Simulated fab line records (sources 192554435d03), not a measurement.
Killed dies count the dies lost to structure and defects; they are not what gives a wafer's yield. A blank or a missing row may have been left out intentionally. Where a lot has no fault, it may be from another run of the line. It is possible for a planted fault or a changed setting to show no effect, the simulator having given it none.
fab line records + flow n5Finfet
record
- lots=6
- wafers=16
- lastDay=18
route steps=1938 shown BEOL_M2@870 BEOL_M4@1111
lots with no fault: from the same line, run without faults
startH: start of the lot's first displayed wafer, in hours after the record's first day + waitH: hours from the lot's prior step to this one + " the same as in the row above + L1.1+2: a single row standing in for several wafers + - either no value or no given start + * or withheld: withheld + < > ~ a bound
route shown NAME@n: names a module that has steps shown in the file, with the first one's number in the route + usual: mean/standard deviation taken from wafers without a fault + same: alike in all rows + chamber/n: place in a boat + sites: readings site by site + _std_site: standard deviation of those values + _edge_site: the outer-site mean with the inner-site mean subtracted + radiusMm: for every site, how far away it sits from the centre of the wafer + mask NAME#n: copy n + behind: the tool/chamber that last shaped the wafer + hold: why the lot went on hold/how many hours it stayed there/how the hold came to an end + device: which transistor (n, p or np) failed to switch + end of line: the tests these same wafers got at the end of their route + a step without rows: its recipe alone + killed: at the first sort, the dies lost to defects and structure; wafer yield is something else + map: the dies of a wafer, with x for killed, . for not killed, _ for no die there
set.NAME: the setting as run; set.NAME@STEP: as run at that earlier step + model.NAME: the simulator's own value behind a step, which no gauge read
lots at some steps of the route; a table a step, a row a wafer
services: from which hour (startH, from the record's first day; less than 0 if before it) a tool's chamber was out of use, for how many hours, and why
## steps
# step N5_BEOL_M2_COAT_22
# recipe
- resist=CAR-EUV
- spinRpm=1500
- resistThkNm=30
# step N5_BEOL_M2_EBR_24
# recipe
- solvent=PGMEA
- ebrWidthMm=1.5
# step N5_BEOL_M2_SOFTBAKE_23
# recipe
- tempC=110
- timeS=60
- resist=CAR-EUV
# step N5_BEOL_M2_EXPOSE_25
# recipe
- maskId=V1
- na=0.33
- sourceShape=quasar
- sigmaInner=0.2
- sigmaOuter=0.8
- polarization=unpolarized
- defocusNm=5
- doseMj=63
# step N5_BEOL_M2_PEB_26
# recipe
- pebTempC=100
- pebTimeS=60
- resist=CAR-EUV
# step N5_BEOL_M2_DEVELOP_27
# recipe
- developTimeS=30
- developer=TMAH
- resist=CAR-EUV
- rinseLiquid=surfactantRinse
- dry=airSpin
- devTempC=23
# step N5_BEOL_M2_CD_MEAS_28
# recipe
- targetCdNm=26.2
- landingEnergyEv=500
- detector=seInlens
- targetCdYNm=24.1
- polarity=opening
# usual
- cdNm=26.22/0.22
| lot.wafer | tool     | chamber | startH | waitH | cdNm  |
|-----------|----------|---------|--------|-------|-------|
| L932.1    | cdSem-02 | 0       | 181.91 | -     | 26.68 |
| L932.3    | "        | 0       | "      | "     | 26.28 |
| L932.6    | "        | 0       | "      | "     | 25.93 |
| L935.1    | cdSem-03 | 0       | 201.71 | -     | 26.34 |
| L935.4    | "        | 0       | "      | "     | 26.21 |
| L935.6    | "        | 0       | "      | "     | 25.90 |
| L937.1    | cdSem-02 | 0       | 226.48 | -     | 26.07 |
| L937.2    | "        | 0       | "      | "     | 26.13 |
| L937.6    | "        | 0       | "      | "     | 26.27 |
| L942.1    | cdSem-03 | 0       | 246.32 | -     | 26.44 |
| L942.5    | "        | 0       | "      | "     | 26.10 |
| L946.4    | cdSem-02 | 0       | 270.08 | -     | 25.78 |
| L946.6    | "        | 0       | "      | "     | 26.22 |
| L947.1    | cdSem-01 | 0       | 277.02 | -     | 26.52 |
| L947.4    | "        | 0       | "      | "     | 26.38 |
| L947.5    | "        | 0       | "      | "     | 26.37 |
# step N5_BEOL_M2_OVL_MEAS_29
# recipe
- pointsPerWafer=522
# usual
- V1_OVL=0.5/0.49
| lot.wafer | tool       | chamber | startH | waitH | V1_OVL[nm] |
|-----------|------------|---------|--------|-------|------------|
| L932.1    | overlay-01 | 0       | 181.94 | 0.0   | -0.5       |
| L932.3    | "          | 0       | "      | "     | -0.2       |
| L932.6    | "          | 0       | "      | "     | 0.0        |
| L935.1    | overlay-01 | 0       | 201.74 | 0.0   | 0.8        |
| L935.4    | "          | 0       | "      | "     | -0.1       |
| L935.6    | "          | 0       | "      | "     | 0.3        |
| L937.1    | overlay-01 | 0       | 226.51 | 0.0   | 0.7        |
| L937.2    | "          | 0       | "      | "     | 0.6        |
| L937.6    | "          | 0       | "      | "     | 0.9        |
| L942.1    | overlay-01 | 0       | 246.35 | 0.0   | 0.1        |
| L942.5    | "          | 0       | "      | "     | 1.0        |
| L946.4    | overlay-01 | 0       | 270.12 | 0.0   | 0.2        |
| L946.6    | "          | 0       | "      | "     | 0.1        |
| L947.1    | overlay-01 | 0       | 277.05 | 0.0   | 0.8        |
| L947.4    | "          | 0       | "      | "     | 0.9        |
| L947.5    | "          | 0       | "      | "     | 1.5        |
# step N5_BEOL_M2_INSPECT_30
# recipe
- mode=adi
- inspectInstrument=brightfield
# usual
- rawDefectCount=435/120
| lot.wafer | tool             | chamber | startH | waitH | rawDefectCount |
|-----------|------------------|---------|--------|-------|----------------|
| L932.1    | defectInspect-02 | -       | 182.00 | 0.1   | 367            |
| L932.3    | "                | -       | "      | "     | 367            |
| L932.6    | "                | -       | "      | "     | 499            |
| L935.1    | defectInspect-01 | -       | 201.80 | 0.1   | 626            |
| L935.4    | "                | -       | "      | "     | 674            |
| L935.6    | "                | -       | "      | "     | 474            |
| L937.1    | defectInspect-01 | -       | 226.57 | 0.1   | 455            |
| L937.2    | "                | -       | "      | "     | 847            |
| L937.6    | "                | -       | "      | "     | 402            |
| L942.1    | defectInspect-02 | -       | 246.41 | 0.1   | 302            |
| L942.5    | "                | -       | "      | "     | 365            |
| L946.4    | defectInspect-01 | -       | 270.17 | 0.0   | 345            |
| L946.6    | "                | -       | "      | "     | 247            |
| L947.1    | defectInspect-02 | -       | 277.11 | 0.1   | 306            |
| L947.4    | "                | -       | "      | "     | 341            |
| L947.5    | "                | -       | "      | "     | 445            |
# step N5_BEOL_M2_DESCUM_33
# recipe
- chemistry=O2
- timeS=7
- sourcePowerW=50
- biasPowerW=20
- pressureMtorr=20
- rfFrequencyHz=2.712e+07
- tempC=40
- resist=CAR-EUV
- o2FlowSccm=225
# usual
- biasPowerW=19.99/0.055
- drypumpMotorCurrentA=5.7/0.42
- o2FlowSccm=225.0/0.64
- oesProductAu=0.81/0.094
- rfFwdPowerW=49.43/0.24
- rfVppV=242.7/1.1
- showerheadPlenumPTorr=2.07/0.062
- throttleValvePct=20.43/0.28
| lot.wafer | tool       | chamber | startH | waitH | biasPowerW | drypumpMotorCurrentA | o2FlowSccm | oesProductAu | rfFwdPowerW | rfHoursCounterH | rfVppV | showerheadPlenumPTorr | throttleValvePct |
|-----------|------------|---------|--------|-------|------------|----------------------|------------|--------------|-------------|-----------------|--------|-----------------------|------------------|
| L932.1    | rieDiel-06 | 0       | 182.03 | 0.0   | 20.00      | 5.8                  | 224.9      | 0.79         | 49.59       | 119             | 242.6  | 2.00                  | 19.98            |
| L932.3    | "          | 1       | "      | "     | 19.96      | 5.7                  | 224.9      | 0.69         | 49.69       | 220             | 242.6  | 2.06                  | 20.55            |
| L932.6    | "          | 3       | "      | "     | 20.05      | 6.0                  | 224.4      | 0.66         | 49.33       | -               | 242.1  | 2.09                  | 20.95            |
| L935.1    | rieDiel-06 | 3       | 201.83 | 0.0   | 20.02      | 6.0                  | 224.9      | 0.65         | 49.45       | 238             | 242.2  | 2.09                  | 20.96            |
| L935.4    | "          | 0       | "      | "     | 20.02      | 5.8                  | 225.5      | 0.78         | 49.35       | 125             | 241.9  | 2.00                  | 20.02            |
| L935.6    | "          | 0       | "      | "     | 20.07      | 5.8                  | 225.1      | 0.78         | 49.43       | -               | 242.2  | 2.00                  | 20.02            |
| L937.1    | rieDiel-06 | 3       | 226.60 | 0.0   | 20.05      | 6.0                  | 224.4      | 0.66         | 49.39       | 245             | 242.7  | 2.09                  | 20.98            |
| L937.2    | "          | 0       | "      | "     | 20.03      | 5.7                  | 226.1      | 0.78         | 49.67       | 131             | 242.1  | 1.99                  | 20.01            |
| L937.6    | "          | 3       | "      | "     | 19.93      | 6.0                  | 225.3      | 0.65         | 49.62       | -               | 241.3  | 2.08                  | 20.98            |
| L942.1    | rieDiel-01 | 3       | 246.44 | 0.0   | 19.99      | 6.1                  | 225.3      | 0.80         | 49.64       | 99              | 243.3  | 2.03                  | 20.09            |
| L942.5    | "          | 2       | "      | "     | 19.96      | 5.8                  | 225.4      | 0.85         | 49.44       | -               | 242.9  | 2.06                  | 20.69            |
| L946.4    | rieDiel-03 | 0       | 270.20 | 0.0   | 19.93      | 5.2                  | 225.5      | 0.69         | 49.42       | 216             | 241.7  | 1.97                  | 20.37            |
| L946.6    | "          | 3       | "      | "     | 20.07      | 5.8                  | 225.7      | 0.77         | 49.27       | -               | 244.1  | 2.12                  | 20.69            |
| L947.1    | rieDiel-06 | 2       | 277.14 | 0.0   | 19.89      | 4.9                  | 224.5      | 0.87         | 49.55       | 76              | 242.6  | 2.12                  | 20.62            |
| L947.4    | "          | 3       | "      | "     | 19.98      | 6.0                  | 225.8      | 0.95         | 49.44       | 6               | 241.9  | 2.08                  | 20.55            |
| L947.5    | "          | 1       | "      | "     | 20.04      | 5.7                  | 226.0      | 0.67         | 49.77       | -               | 243.2  | 2.05                  | 20.60            |
# step N5_BEOL_M2_ETCH_77
# recipe
- chemistry=N2/H2
- target=underlayer
- targetDepthA=65
- maskMaterial=CAR-EUV
- timeS=5.2
- ionEnergyEv=200
- pressureMtorr=30
- sourceW=840
- biasW=150
- n2FlowSccm=200
- h2FlowSccm=200
- ends=cleared
# usual
- drypumpMotorCurrentA=5.7/0.42
- etchRfOnTimeS=5.17/0.14
- oesProductAu=0.69/0.077
- rfFwdPowerW=819.3/2.4
- rfVppV=522.9/2.3
- showerheadPlenumPTorr=2.51/0.067
- throttleValvePct=17.8/0.31
| lot.wafer | tool       | chamber | startH | waitH | drypumpMotorCurrentA | etchRfOnTimeS | oesProductAu | rfFwdPowerW | rfHoursCounterH | rfVppV | showerheadPlenumPTorr | throttleValvePct |
|-----------|------------|---------|--------|-------|----------------------|---------------|--------------|-------------|-----------------|--------|-----------------------|------------------|
| L932.1    | rieDiel-06 | 0       | 182.07 | 0.0   | 5.7                  | 5.22          | 0.66         | 819.2       | 119             | 522.3  | 2.44                  | 17.5             |
| L932.3    | "          | 1       | "      | "     | 5.7                  | 5.01          | 0.60         | 819.5       | 220             | 520.5  | 2.49                  | 17.9             |
| L932.6    | "          | 3       | "      | "     | 6.0                  | 5.34          | 0.56         | 818.0       | -               | 521.7  | 2.50                  | 18.2             |
| L935.1    | rieDiel-06 | 3       | 201.87 | 0.0   | 6.0                  | 5.32          | 0.56         | 824.2       | 238             | 520.5  | 2.50                  | 18.2             |
| L935.4    | "          | 0       | "      | "     | 5.7                  | 5.10          | 0.67         | 819.8       | 125             | 519.8  | 2.44                  | 17.5             |
| L935.6    | "          | 0       | "      | "     | 5.8                  | 5.09          | 0.66         | 819.3       | -               | 518.6  | 2.44                  | 17.5             |
| L937.1    | rieDiel-06 | 3       | 226.64 | 0.0   | 6.0                  | 5.38          | 0.56         | 823.3       | 245             | 520.9  | 2.50                  | 18.2             |
| L937.2    | "          | 0       | "      | "     | 5.7                  | 5.17          | 0.67         | 820.9       | 131             | 523.2  | 2.43                  | 17.5             |
| L937.6    | "          | 3       | "      | "     | 6.0                  | 5.35          | 0.57         | 820.3       | -               | 524.4  | 2.50                  | 18.2             |
| L942.1    | rieDiel-01 | 3       | 246.48 | 0.0   | 6.1                  | 5.23          | 0.68         | 816.4       | 99              | 521.8  | 2.46                  | 17.5             |
| L942.5    | "          | 2       | "      | "     | 5.8                  | 5.36          | 0.71         | 817.0       | -               | 523.2  | 2.46                  | 17.8             |
| L946.4    | rieDiel-03 | 0       | 270.23 | 0.0   | 5.2                  | 5.18          | 0.60         | 819.7       | 216             | 519.0  | 2.43                  | 18.0             |
| L946.6    | "          | 3       | "      | "     | 5.8                  | 5.30          | 0.64         | 821.0       | -               | 524.4  | 2.56                  | 18.1             |
| L947.1    | rieDiel-06 | 2       | 277.18 | 0.0   | 4.9                  | 5.00          | 0.75         | 815.3       | 76              | 525.3  | 2.58                  | 18.1             |
| L947.4    | "          | 3       | "      | "     | 6.0                  | 5.05          | 0.82         | 820.9       | 6               | 522.9  | 2.49                  | 17.8             |
| L947.5    | "          | 1       | "      | "     | 5.7                  | 4.93          | 0.58         | 820.7       | -               | 523.9  | 2.48                  | 18.0             |
# step N5_BEOL_M2_ETCH_69
# recipe
- chemistry=CF4
- target=SiARC
- targetDepthA=156
- maskMaterial=CAR-EUV
- timeS=26
- ionEnergyEv=80
- pressureMtorr=40
- sourceW=545
- biasW=36
- Ar_flow_sccm=100
- cf4FlowSccm=100
- ends=cleared
# usual
- cf4FlowSccm=99.95/0.29
- drypumpMotorCurrentA=5.7/0.42
- etchRfOnTimeS=25.9/0.64
- oesProductAu=0.69/0.077
- rfFwdPowerW=532.8/2.1
- rfVppV=183.7/1.1
- showerheadPlenumPTorr=2.11/0.05
- throttleValvePct=15.55/0.28
| lot.wafer | tool       | chamber | startH | waitH | cf4FlowSccm | drypumpMotorCurrentA | etchRfOnTimeS | oesProductAu | rfFwdPowerW | rfHoursCounterH | rfVppV | showerheadPlenumPTorr | throttleValvePct |
|-----------|------------|---------|--------|-------|-------------|----------------------|---------------|--------------|-------------|-----------------|--------|-----------------------|------------------|
| L932.1    | rieDiel-06 | 0       | 182.08 | 0.0   | 100.00      | 5.7                  | 25.8          | 0.67         | 532.5       | 119             | 182.9  | 2.07                  | 15.36            |
| L932.3    | "          | 1       | "      | "     | 100.21      | 5.7                  | 24.9          | 0.60         | 532.6       | 220             | 183.3  | 2.12                  | 15.87            |
| L932.6    | "          | 3       | "      | "     | 100.31      | 6.0                  | 26.9          | 0.56         | 536.3       | -               | 184.1  | 2.11                  | 15.99            |
| L935.1    | rieDiel-06 | 3       | 201.88 | 0.0   | 100.07      | 6.0                  | 26.6          | 0.57         | 537.4       | 238             | 184.1  | 2.11                  | 15.99            |
| L935.4    | "          | 0       | "      | "     | 99.69       | 5.7                  | 25.7          | 0.67         | 536.6       | 125             | 182.8  | 2.07                  | 15.37            |
| L935.6    | "          | 0       | "      | "     | 99.44       | 5.8                  | 25.9          | 0.67         | 536.0       | -               | 182.9  | 2.07                  | 15.36            |
| L937.1    | rieDiel-06 | 3       | 226.65 | 0.0   | 100.24      | 6.0                  | 26.7          | 0.57         | 534.8       | 245             | 184.2  | 2.11                  | 16.01            |
| L937.2    | "          | 0       | "      | "     | 99.93       | 5.8                  | 25.8          | 0.66         | 535.1       | 131             | 182.7  | 2.07                  | 15.39            |
| L937.6    | "          | 3       | "      | "     | 100.08      | 6.0                  | 26.4          | 0.56         | 533.9       | -               | 182.8  | 2.11                  | 16.02            |
| L942.1    | rieDiel-01 | 3       | 246.49 | 0.0   | 99.86       | 6.1                  | 25.7          | 0.69         | 536.4       | 99              | 182.7  | 2.07                  | 15.21            |
| L942.5    | "          | 2       | "      | "     | 99.83       | 5.8                  | 27.2          | 0.71         | 531.5       | -               | 183.7  | 2.09                  | 15.60            |
| L946.4    | rieDiel-03 | 0       | 270.25 | 0.0   | 99.74       | 5.2                  | 26.3          | 0.59         | 534.4       | 216             | 183.5  | 2.03                  | 15.61            |
| L946.6    | "          | 3       | "      | "     | 100.12      | 5.8                  | 25.8          | 0.65         | 528.4       | -               | 182.6  | 2.14                  | 15.70            |
| L947.1    | rieDiel-06 | 2       | 277.19 | 0.0   | 100.22      | 4.9                  | 25.3          | 0.74         | 534.0       | 76              | 185.0  | 2.15                  | 15.71            |
| L947.4    | "          | 3       | "      | "     | 100.38      | 6.0                  | 25.3          | 0.82         | 535.3       | 6               | 183.5  | 2.11                  | 15.51            |
| L947.5    | "          | 1       | "      | "     | 100.10      | 5.7                  | 25.4          | 0.58         | 530.5       | -               | 184.4  | 2.11                  | 15.93            |
# step N5_BEOL_M2_ALD_98
# recipe
- material=SiO2
- targetThkA=25
- tempC=100
- aldPrecursorFamily=BDEAS
- aldCoReactant=O2-plasma
- pulseTimeS=1
- coReactantPulseTimeS=1
- purgeTimeS=2
- coReactantPurgeTimeS=2
- aldCycles=17
- pressureTorr=2
# usual
- aldCycles=17/0
- heaterPowerW=76/10
- precursorPulseHeightRel=0.999/0.018
| lot.wafer | tool      | chamber | startH | waitH | aldCycles | heaterPowerW | precursorPulseHeightRel | model.SiO2_of_BEOL_M2_ALD_98.thkNm |
|-----------|-----------|---------|--------|-------|-----------|--------------|-------------------------|------------------------------------|
| L932.1    | aldSin-03 | 2       | 182.53 | 0.4   | 17        | 86           | 1.000                   | 2.4                                |
| L932.3    | "         | 0       | "      | "     | 17        | 71           | 0.991                   | 2.4                                |
| L932.6    | "         | 1       | "      | "     | 17        | 58           | 1.001                   | 2.4                                |
| L935.1    | aldSin-01 | 2       | 201.97 | 0.1   | 17        | 74           | 0.998                   | 2.6                                |
| L935.4    | "         | 3       | "      | "     | 17        | 94           | 0.996                   | 2.4                                |
| L935.6    | "         | 1       | "      | "     | 17        | 77           | 1.037                   | 2.6                                |
| L937.1    | aldSin-04 | 0       | 226.73 | 0.1   | 17        | 63           | 0.994                   | 2.4                                |
| L937.2    | "         | 3       | "      | "     | 17        | 80           | 0.981                   | 2.4                                |
| L937.6    | "         | 0       | "      | "     | 17        | 65           | 1.006                   | 2.4                                |
| L942.1    | aldSin-01 | 3       | 247.08 | 0.6   | 17        | 93           | 0.997                   | 2.4                                |
| L942.5    | "         | 2       | "      | "     | 21        | 75           | 0.998                   | 3                                  |
| L946.4    | aldSin-01 | 3       | 270.45 | 0.2   | 21        | 94           | 1.007                   | 3                                  |
| L946.6    | "         | 2       | "      | "     | 17        | 76           | 0.969                   | 2.6                                |
| L947.1    | aldSin-04 | 0       | 277.40 | 0.2   | 17        | 64           | 1.001                   | 2.4                                |
| L947.4    | "         | 2       | "      | "     | 17        | 77           | 1.015                   | 2.6                                |
| L947.5    | "         | 1       | "      | "     | 17        | 69           | 1.004                   | 2.4                                |
# step N5_BEOL_M2_ETCHBACK_99
# recipe
- chemistry=CHF3
- target=SiO2
- targetDepthA=50
- timeS=10.4
- sourceW=215
- biasW=47
- Ar_flow_sccm=200
- CHF3_flow_sccm=12
- ionEnergyEv=100
- pressureMtorr=30
# usual
- drypumpMotorCurrentA=5.7/0.47
- oesProductAu=0.81/0.091
- rfFwdPowerW=213.0/0.97
- rfVppV=240/4.7
- showerheadPlenumPTorr=2.12/0.042
- throttleValvePct=17.03/0.28
| lot.wafer | tool       | chamber | startH | waitH | drypumpMotorCurrentA | oesProductAu | rfFwdPowerW | rfHoursCounterH | rfVppV | showerheadPlenumPTorr | throttleValvePct |
|-----------|------------|---------|--------|-------|----------------------|--------------|-------------|-----------------|--------|-----------------------|------------------|
| L932.1    | rieDiel-01 | 1       | 188.73 | 6.2   | 6.3                  | 0.96         | 212.9       | 3               | 234    | 2.11                  | 16.84            |
| L932.3    | "          | 0       | "      | "     | 4.8                  | 0.68         | 213.8       | 236             | 244    | 2.14                  | 17.57            |
| L932.6    | "          | 3       | "      | "     | 6.1                  | 0.83         | 212.9       | -               | 238    | 2.09                  | 16.69            |
| L935.1    | rieDiel-01 | 3       | 205.49 | 3.5   | 6.1                  | 0.80         | 214.3       | 86              | 238    | 2.09                  | 16.68            |
| L935.4    | "          | 0       | "      | "     | 4.8                  | 0.67         | 212.6       | 241             | 242    | 2.14                  | 17.56            |
| L935.6    | "          | 3       | "      | "     | 6.1                  | 0.80         | 213.9       | -               | 238    | 2.09                  | 16.68            |
| L937.1    | rieDiel-06 | 3       | 241.37 | 14.6  | 6.0                  | 0.65         | 214.4       | 249             | 240    | 2.11                  | 17.44            |
| L937.2    | "          | 1       | "      | "     | 5.8                  | 0.68         | 212.6       | 234             | 245    | 2.11                  | 17.26            |
| L937.6    | "          | 1       | "      | "     | 5.8                  | 0.68         | 213.9       | -               | 244    | 2.11                  | 17.26            |
| L942.1    | rieDiel-01 | 0       | 267.44 | 20.3  | 4.9                  | 0.96         | 212.0       | 4               | 241    | 2.13                  | 17.22            |
| L942.5    | "          | 3       | "      | "     | 6.1                  | 0.80         | 211.5       | -               | 237    | 2.08                  | 16.73            |
| L947.1    | rieDiel-01 | 2       | 278.50 | 1.1   | 5.8                  | 0.83         | 212.9       | 63              | 242    | 2.09                  | 17.10            |
| L947.4    | "          | 1       | "      | "     | 6.3                  | 0.87         | 212.6       | 33              | 234    | 2.10                  | 16.89            |
| L947.5    | "          | 2       | "      | "     | 5.8                  | 0.83         | 213.2       | -               | 240    | 2.09                  | 17.10            |
| L946.4    | rieDiel-01 | 3       | 278.99 | 8.5   | 6.1                  | 0.80         | 213.8       | 110             | 239    | 2.08                  | 16.73            |
| L946.6    | "          | 2       | "      | "     | 5.7                  | 0.84         | 214.4       | -               | 240    | 2.09                  | 17.12            |
# step N5_BEOL_M4_RC_MEAS_101
# usual
- DIBL_N=35.6/1.7
- DIBL_P=35.0/2
- IOFF_N=0.148/0.027
- IOFF_P=0.19/0.032
- ION_N=671/14
- ION_P=460/9.1
- SS_N=71.3/0.62
- SS_P=73.0/0.64
- VT_N=251/3.2
- VT_P=-251.5/2.9
| lot.wafer | tool      | chamber | startH | waitH | DIBL_N[mV/V] | DIBL_P[mV/V] | IOFF_N[nA/um] | IOFF_P[nA/um] | ION_N[uA/um] | ION_P[uA/um] | SS_N[mV/dec] | SS_P[mV/dec] | VT_N[mV] | VT_P[mV] |
|-----------|-----------|---------|--------|-------|--------------|--------------|---------------|---------------|--------------|--------------|--------------|--------------|----------|----------|
| L932.1    | prober-02 | 0       | 217.39 | 0.0   | 35.7         | 34.8         | 0.150         | 0.21          | 679          | 469          | 71.5         | 72.9         | 251      | -249.0   |
| L932.3    | "         | 0       | "      | "     | 37.2         | 37.8         | 0.198         | 0.27          | 692          | 481          | 71.6         | 74.5         | 245      | -244.9   |
| L932.6    | "         | 0       | "      | "     | 34.9         | 34.9         | 0.145         | 0.21          | 679          | 471          | 71.1         | 73.0         | 252      | -246.8   |
| L935.1    | prober-01 | 0       | 249.86 | 1.0   | 33.5         | 33.4         | 0.124         | 0.18          | 666          | 460          | 70.4         | 73.4         | 253      | -251.3   |
| L935.4    | "         | 0       | "      | "     | 34.1         | 34.2         | 0.128         | 0.18          | 659          | 455          | 71.2         | 72.1         | 252      | -254.5   |
| L935.6    | "         | 0       | "      | "     | 33.2         | 33.1         | 0.118         | 0.17          | 671          | 466          | 70.4         | 72.1         | 252      | -253.6   |
| L937.1    | prober-01 | 0       | 275.50 | 0.0   | 38.2         | 36.9         | 0.191         | 0.24          | 690          | 471          | 71.5         | 73.9         | 246      | -249.2   |
| L937.2    | "         | 0       | "      | "     | 39.2         | 38.3         | 0.219         | 0.26          | 678          | 466          | 71.3         | 74.0         | 246      | -247.0   |
| L937.6    | "         | 0       | "      | "     | 36.8         | 35.6         | 0.172         | 0.22          | 689          | 468          | 70.8         | 74.6         | 247      | -248.6   |
| L942.1    | prober-01 | 0       | 296.51 | 0.0   | 36.1         | 35.4         | 0.141         | 0.18          | 672          | 458          | 70.8         | 72.8         | 252      | -252.9   |
| L942.5    | "         | 0       | "      | "     | 37.2         | 36.2         | 0.154         | 0.18          | 670          | 452          | 71.8         | 73.2         | 252      | -253.0   |
| L947.1    | prober-02 | 0       | 321.78 | 0.0   | 35.3         | 35.0         | 0.142         | 0.18          | 665          | 450          | 71.4         | 72.7         | 251      | -255.6   |
| L947.4    | "         | 0       | "      | "     | 35.8         | 35.6         | 0.147         | 0.18          | 665          | 455          | 71.5         | 73.2         | 254      | -252.2   |
| L947.5    | "         | 0       | "      | "     | 36.5         | 36.9         | 0.167         | 0.21          | 685          | 468          | 71.1         | 73.7         | 250      | -250.5   |
| L946.4    | prober-01 | 0       | 322.48 | 0.5   | 37.3         | 36.3         | 0.151         | 0.18          | 671          | 452          | 71.6         | 73.3         | 252      | -255.0   |
| L946.6    | "         | 0       | "      | "     | 37.2         | 37.4         | 0.156         | 0.20          | 682          | 466          | 71.9         | 73.2         | 252      | -252.4   |
## services
| tool       | chamber | startH | hours | kind                        |
|------------|---------|--------|-------|-----------------------------|
| rieDiel-01 | 1       | 162.13 | -     | clean                       |
| rieDiel-01 | 1       | 162.13 | -     | consumableReplace:focusRing |
| rieDiel-01 | 1       | 162.13 | 17.2  | scheduledDown               |
| rieDiel-01 | 1       | 162.13 | 17.2  | ventCycle                   |
| aldSin-04  | -       | 176.75 | 14.0  | pm                          |
| aldSin-03  | 2       | 182.84 | 6.7   | repair                      |
| rieDiel-03 | 2       | 201.74 | 28.7  | repair                      |
| rieDiel-06 | 1       | 214.36 | 13.2  | repair                      |
| rieDiel-03 | -       | 219.88 | 28.1  | pm                          |
| rieDiel-01 | 0       | 238.87 | -     | clean                       |
| rieDiel-01 | 0       | 238.87 | -     | consumableReplace:focusRing |
| rieDiel-01 | 0       | 238.87 | 17.9  | scheduledDown               |
| rieDiel-01 | 0       | 238.87 | 17.9  | ventCycle                   |
| rieDiel-06 | 3       | 242.28 | -     | clean                       |
| rieDiel-06 | 3       | 242.28 | -     | consumableReplace:focusRing |
| rieDiel-06 | 3       | 242.28 | 19.6  | scheduledDown               |
| rieDiel-06 | 3       | 242.28 | 19.6  | ventCycle                   |
| aldSin-04  | -       | 247.26 | 2.8   | pm                          |
| aldSin-03  | -       | 255.99 | 6.0   | pm                          |
| aldSin-04  | 1       | 256.51 | 4.2   | repair                      |
| aldSin-01  | 0       | 261.75 | 12.5  | repair                      |
| aldSin-03  | 0       | 266.15 | 11.9  | repair                      |
| aldSin-03  | 1       | 267.02 | 2.7   | repair                      |
| aldSin-03  | -       | 268.78 | 14.0  | pm                          |
## key
firstSign
- step=N5_BEOL_M2_ALD_98
- reading=aldCycles
- direction=up
- sigmas=99+
- usual=*
- struck=*
effect none on later readings
modelEffect
- step=N5_BEOL_M2_ALD_98
- value=SiO2_of_BEOL_M2_ALD_98.thkNm
- without=2.5
- struck=3
metAt N5_BEOL_M2_ALD_98
struckWafers L942.5,L946.4
onsetBetween 201.97 247.08
fault
- kind=processParameterDrift
- tool=aldSin-01
- chamber=-
- onsetH=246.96
- steps=N5_BEOL_M2_ALD_98
- channel=aldCycles
- offset=*
- shape=step
- endH=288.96
- scope=struckWafersOnly
- actsIn=*
- stated=*
